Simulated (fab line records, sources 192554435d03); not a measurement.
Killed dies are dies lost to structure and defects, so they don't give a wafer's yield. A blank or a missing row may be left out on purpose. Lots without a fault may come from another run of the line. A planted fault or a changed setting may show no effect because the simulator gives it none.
Chamber matching | flow n5_finfet | N5_FIN_SAQP_SPACER1_ETCHBACK_25 on rie_diel-04: 4 sister chambers
The step etches SiO2 in CHF3/O2, target depth 24.4 nm, time 12.2 s. 8 wafers are shown with their chamber, then 12 later ones without.

WAFERS WITH THEIR CHAMBER
wafer  | chamber | showerhead_plenum_p_Torr (Torr) | throttle_valve_pct (%)
L088.5 | 2       | 2.40                            | 19.20
L090.3 | 1       | 2.48                            | 19.18
L090.4 | 1       | 2.48                            | 19.18
L090.5 | 0       | 2.48                            | 18.93
L090.6 | 3       | 2.41                            | 19.13
L091.1 | 0       | 2.48                            | 18.93
L091.2 | 3       | 2.40                            | 19.14
L091.6 | 2       | 2.40                            | 19.21

WAFERS WITHOUT THEIR CHAMBER
wafer  | showerhead_plenum_p_Torr (Torr) | throttle_valve_pct (%)
L092.1 | 2.48                            | 19.17
L092.2 | 2.40                            | 19.15
L092.3 | 2.48                            | 18.93
L092.4 | 2.48                            | 19.19
L092.5 | 2.48                            | 18.93
L092.6 | 2.40                            | 19.16
L097.1 | 2.47                            | 18.94
L097.2 | 2.40                            | 19.24
L097.3 | 2.48                            | 19.21
L097.4 | 2.40                            | 19.17
L097.5 | 2.40                            | 19.24
L097.6 | 2.40                            | 19.17

WHICH CHAMBER EACH WENT THROUGH
wafer  | from the rows above     | in truth
L092.1 | 1                       | 1
L092.2 | 3                       | 3
L092.3 | 0                       | 0
L092.4 | 1                       | 1
L092.5 | 0                       | 0
L092.6 | 3                       | 3
L097.1 | 0                       | 0
L097.2 | 2                       | 2
L097.3 | 1                       | 1
L097.4 | can't be placed: 2 or 3 | 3
L097.5 | 2                       | 2
L097.6 | can't be placed: 2 or 3 | 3
Placed correctly: 10 of 12. Can't be placed from these rows: 2 (the true chamber is among the candidates in 2). Placed wrongly: 0.
How it was worked out, from the rows above alone: a wafer's distance from a chamber is the root of the sum, over the readings, of the square of ((its reading less the chamber's mean) divided by the reading's scatter). The wafer belongs to the nearest chamber; if the next one is less than 2 further off, it can't be placed. A chamber's mean is the mean of its shown wafers. The scatter: the root of (the sum of the squares of (reading less its chamber's mean) over the shown wafers, divided by (wafers less chambers)).
